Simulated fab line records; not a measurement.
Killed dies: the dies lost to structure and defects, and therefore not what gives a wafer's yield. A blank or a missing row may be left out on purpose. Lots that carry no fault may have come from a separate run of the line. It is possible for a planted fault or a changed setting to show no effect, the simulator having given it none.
The tool behind it: which one?	flow n5Finfet	24 lots, 72 wafers sampled, at 5 steps of a route of 1938

WHAT THE GAUGES READ, wafer by wafer
N5_BEOL_M1_RS_MEAS_58: a four-point-probe measurement. Usual: M1_RS 0.68 ohm/sq, standard deviation 0.037.
lot	measured	on	M1_RS (ohm/sq)	flag
L075	day 7 04:19	filmMetro-02	0.65 0.64 0.62	
L074	day 6 21:15	filmMetro-01	0.69 0.67 0.66	
L076	day 7 07:00	filmMetro-01	0.67 0.63 0.65	
L077	day 7 17:22	filmMetro-01	0.71 0.63 0.65	
L078	day 7 21:07	filmMetro-02	0.68 0.72 0.75	
L079	day 8 07:23	filmMetro-02	0.74 0.66 0.70	
L081	day 8 16:49	filmMetro-02	0.71 0.74 0.69	
L080	day 8 17:05	filmMetro-02	0.72 0.67 0.67	
L082	day 8 17:33	filmMetro-02	0.61 0.67 0.63	
L083	day 9 01:41	filmMetro-02	0.69 0.68 0.65	
L084	day 9 04:23	filmMetro-02	0.73 0.65 0.66	
L085	day 9 09:29	filmMetro-02	0.69 0.69 0.68	
L086	day 9 10:17	filmMetro-01	0.69 0.70 0.70	
L087	day 10 04:16	filmMetro-01	0.73 0.71 0.73	
L088	day 10 03:30	filmMetro-01	0.65 0.62 0.67	
L089	day 10 19:20	filmMetro-02	0.69 0.70 0.68	
L091	day 11 00:25	filmMetro-01	0.74 0.73 0.71	
L090	day 11 05:29	filmMetro-01	0.65 0.66 0.64	
L092	day 11 08:35	filmMetro-01	0.70 0.64 0.66	
L093	day 11 13:51	filmMetro-02	0.77 0.74 0.70	
L094	day 12 08:16	filmMetro-01	0.67 0.72 0.69	
L095	day 12 11:47	filmMetro-01	0.66 0.66 0.62	
L096	day 12 20:26	filmMetro-02	0.65 0.61 0.62	
L097	day 13 01:08	filmMetro-01	0.71 0.67 0.68	

WHICH TOOL RAN EACH LOT (tool, then ch and the chambers of the sampled wafers, then the start)
lot	N5_BEOL_M1_DESCUM_33	N5_BEOL_M1_DEGAS_44	N5_BEOL_M1_ANNEAL_89	N5_BEOL_M1_ANNEAL_93
L075	rieDiel-02 ch 0,2,3, day 6 12:51	pvdSputter-03, day 7 00:37	pvdSputter-03, day 7 02:19	pvdSputter-03, day 7 02:46
L074	rieDiel-01 ch 2,3, day 6 13:58	pvdSputter-02, day 6 15:56	pvdSputter-01, day 6 19:24	pvdSputter-01, day 6 19:50
L076	rieDiel-01 ch 0,2,3, day 6 17:26	pvdSputter-03, day 7 03:24	pvdSputter-01, day 7 05:06	pvdSputter-01, day 7 05:32
L077	rieDiel-02 ch 0,3, day 7 03:45	pvdSputter-01, day 7 13:46	pvdSputter-03, day 7 15:31	pvdSputter-03, day 7 15:58
L078	rieDiel-02 ch 0,1,2, day 7 14:43	pvdSputter-01, day 7 17:21	pvdSputter-01, day 7 18:54	pvdSputter-01, day 7 19:20
L079	rieDiel-02 ch 0,1,3, day 7 18:53	pvdSputter-03, day 8 03:46	pvdSputter-03, day 8 05:32	pvdSputter-03, day 8 05:59
L081	rieDiel-03 ch 0,2, day 7 22:23	pvdSputter-03, day 8 08:36	pvdSputter-01, day 8 10:19	pvdSputter-01, day 8 10:46
L080	rieDiel-02 ch 0,1,3, day 8 01:09	pvdSputter-03, day 8 08:41	pvdSputter-02, day 8 10:38	pvdSputter-02, day 8 11:05
L082	rieDiel-01 ch 0,1,2, day 8 04:25	pvdSputter-03, day 8 08:53	pvdSputter-03, day 8 10:50	pvdSputter-03, day 8 11:17
L083	rieDiel-01 ch 0,3, day 8 19:25	pvdSputter-01, day 8 20:24	pvdSputter-02, day 8 21:55	pvdSputter-02, day 8 22:22
L084	rieDiel-03 ch 0,3, day 8 20:56	pvdSputter-01, day 8 23:28	pvdSputter-03, day 9 01:13	pvdSputter-03, day 9 01:39
L085	rieDiel-03 ch 1,2,3, day 9 03:47	pvdSputter-03, day 9 04:53	pvdSputter-03, day 9 06:32	pvdSputter-03, day 9 06:59
L086	rieDiel-03 ch 1,2,3, day 9 03:58	pvdSputter-03, day 9 04:58	pvdSputter-01, day 9 08:18	pvdSputter-01, day 9 08:44
L087	rieDiel-03 ch 0,1,3, day 9 12:48	pvdSputter-01, day 9 23:01	pvdSputter-01, day 10 02:24	pvdSputter-01, day 10 02:50
L088	rieDiel-01 ch 0,1, day 9 16:41	pvdSputter-03, day 9 22:59	pvdSputter-01, day 10 00:34	pvdSputter-01, day 10 01:00
L089	rieDiel-01 ch 0,3, day 10 00:34	pvdSputter-03, day 10 13:10	pvdSputter-03, day 10 14:53	pvdSputter-03, day 10 15:20
L091	rieDiel-01 ch 0,3, day 10 14:38	pvdSputter-03, day 10 17:29	pvdSputter-01, day 10 19:05	pvdSputter-01, day 10 19:31
L090	rieDiel-03 ch 1,2,3, day 10 18:30	pvdSputter-03, day 10 20:43	pvdSputter-03, day 10 22:19	pvdSputter-03, day 10 22:46
L092	rieDiel-01 ch 0,1,3, day 10 22:13	pvdSputter-02, day 11 01:32	pvdSputter-02, day 11 03:10	pvdSputter-02, day 11 03:41
L093	rieDiel-01 ch 0,1,2, day 11 05:56	pvdSputter-03, day 11 07:58	pvdSputter-03, day 11 09:37	pvdSputter-03, day 11 10:03
L094	rieDiel-02 ch 1,2,3, day 11 14:53	pvdSputter-02, day 12 03:54	pvdSputter-03, day 12 06:26	pvdSputter-03, day 12 06:52
L095	rieDiel-01 ch 1,2,3, day 11 17:19	pvdSputter-03, day 12 07:41	pvdSputter-02, day 12 09:53	pvdSputter-02, day 12 10:20
L096	rieDiel-01 ch 0,1,2, day 12 09:09	pvdSputter-02, day 12 16:57	pvdSputter-02, day 12 18:35	pvdSputter-02, day 12 19:02
L097	rieDiel-03 ch 0,3, day 12 09:27	pvdSputter-01, day 12 21:31	pvdSputter-03, day 12 23:17	pvdSputter-03, day 12 23:44
- N5_BEOL_M1_DESCUM_33: chemistry O2, time 7 s.
- N5_BEOL_M1_DEGAS_44: time 60 s.
- N5_BEOL_M1_ANNEAL_89: time 240 s.
- N5_BEOL_M1_ANNEAL_93: time 240 s.

AS READ BY THE TOOLS THEMSELVES (means over the sampled wafers that have a number; for cases with no such wafer, the mark the record gives instead)
N5_BEOL_M1_DESCUM_33. Usual: drypumpMotorCurrentA 5.7 A, standard deviation 0.36; oesProductAu 0.77 a.u., standard deviation 0.08; rfVppV 243.3 V, standard deviation 1.3; showerheadPlenumPTorr 2.11 Torr, standard deviation 0.07; throttleValvePct 20.64 %, standard deviation 0.21.
lot	tool	drypumpMotorCurrentA (A)	oesProductAu (a.u.)	rfVppV (V)	showerheadPlenumPTorr (Torr)	throttleValvePct (%)	flag
L075	rieDiel-02	5.5	0.87	243.1	2.12	20.40	
L074	rieDiel-01	6.1	0.74	243.1	2.05	20.53	
L076	rieDiel-01	5.9	0.74	242.8	2.09	20.65	
L077	rieDiel-02	5.5	0.90	243.3	2.12	20.23	
L078	rieDiel-02	5.7	0.77	243.4	2.09	20.44	
L079	rieDiel-02	5.5	0.87	244.1	2.16	20.46	
L081	rieDiel-03	5.4	0.76	243.2	2.10	20.66	
L080	rieDiel-02	5.5	0.86	244.9	2.16	20.46	
L082	rieDiel-01	5.7	0.74	243.3	2.11	20.72	
L083	rieDiel-01	6.0	0.73	242.0	2.06	20.67	
L084	rieDiel-03	5.5	0.74	242.7	2.10	20.83	
L085	rieDiel-03	5.6	0.81	244.5	2.14	20.74	
L086	rieDiel-03	5.6	0.82	243.5	2.14	20.74	
L087	rieDiel-03	5.6	0.81	243.9	2.14	20.70	
L088	rieDiel-01	5.8	0.72	243.2	2.09	20.76	
L089	rieDiel-01	5.9	0.72	242.7	2.06	20.70	
L091	rieDiel-01	6.0	0.72	244.0	2.06	20.70	
L090	rieDiel-03	5.6	0.79	243.8	2.13	20.76	
L092	rieDiel-01	6.0	0.73	242.5	2.05	20.66	
L093	rieDiel-01	5.8	0.72	244.1	2.11	20.76	
L094	rieDiel-02	5.4	0.78	243.8	2.15	20.68	
L095	rieDiel-01	6.0	0.71	243.1	2.07	20.65	
L096	rieDiel-01	5.8	0.71	243.0	2.10	20.78	
L097	rieDiel-03	5.5	0.72	242.9	2.09	20.86	

N5_BEOL_M1_DEGAS_44. Usual: heaterPowerW at 334 W, with a standard deviation of 42.
lot	tool	heaterPowerW (W)	flag
L075	pvdSputter-03	329	
L074	pvdSputter-02	348	
L076	pvdSputter-03	337	
L077	pvdSputter-01	360	
L078	pvdSputter-01	308	
L079	pvdSputter-03	342	
L081	pvdSputter-03	310	
L080	pvdSputter-03	331	
L082	pvdSputter-03	329	
L083	pvdSputter-01	305	
L084	pvdSputter-01	296	
L085	pvdSputter-03	309	
L086	pvdSputter-03	312	
L087	pvdSputter-01	356	
L088	pvdSputter-03	341	
L089	pvdSputter-03	297	
L091	pvdSputter-03	320	
L090	pvdSputter-03	309	
L092	pvdSputter-02	354	
L093	pvdSputter-03	326	
L094	pvdSputter-02	369	
L095	pvdSputter-03	323	
L096	pvdSputter-02	343	
L097	pvdSputter-01	359	

N5_BEOL_M1_ANNEAL_89. Usual: heaterPowerW at 824 W, with a standard deviation of 120.
lot	tool	heaterPowerW (W)	flag
L075	pvdSputter-03	774	
L074	pvdSputter-01	764	
L076	pvdSputter-01	766	
L077	pvdSputter-03	845	
L078	pvdSputter-01	758	
L079	pvdSputter-03	842	
L081	pvdSputter-01	867	
L080	pvdSputter-02	884	
L082	pvdSputter-03	846	
L083	pvdSputter-02	897	
L084	pvdSputter-03	901	
L085	pvdSputter-03	875	
L086	pvdSputter-01	870	
L087	pvdSputter-01	779	
L088	pvdSputter-01	745	
L089	pvdSputter-03	885	
L091	pvdSputter-01	772	
L090	pvdSputter-03	846	
L092	pvdSputter-02	905	
L093	pvdSputter-03	844	
L094	pvdSputter-03	770	
L095	pvdSputter-02	900	
L096	pvdSputter-02	851	
L097	pvdSputter-03	841	

N5_BEOL_M1_ANNEAL_93. Usual: heaterPowerW at 825 W, with a standard deviation of 120.
lot	tool	heaterPowerW (W)	flag
L075	pvdSputter-03	775	
L074	pvdSputter-01	759	
L076	pvdSputter-01	764	
L077	pvdSputter-03	860	
L078	pvdSputter-01	762	
L079	pvdSputter-03	859	
L081	pvdSputter-01	873	
L080	pvdSputter-02	886	
L082	pvdSputter-03	848	
L083	pvdSputter-02	904	
L084	pvdSputter-03	911	
L085	pvdSputter-03	873	
L086	pvdSputter-01	873	
L087	pvdSputter-01	783	
L088	pvdSputter-01	750	
L089	pvdSputter-03	887	
L091	pvdSputter-01	767	
L090	pvdSputter-03	841	
L092	pvdSputter-02	907	
L093	pvdSputter-03	845	
L094	pvdSputter-03	782	
L095	pvdSputter-02	895	
L096	pvdSputter-02	858	
L097	pvdSputter-03	853	

THE ANSWER, worked out from the rows above alone
Rule: lot off if the mean of its wafers having a number is beyond 3 standard deviations from the usual mean. A lot without any number at a reading at which 4 lots or more have one is off too. The other lots that the step has rows for count as sound. After the gauges, taken in route order, come the tools' own readings; for these a lot's mean is taken, as printed above. At the first step where some lot is off, the reading lying furthest off is the one used; lots without a number count as furthest.
No lot is off at any reading shown: from this, nothing can be told.

WHAT HAD BEEN PUT IN BY THE SIMULATOR
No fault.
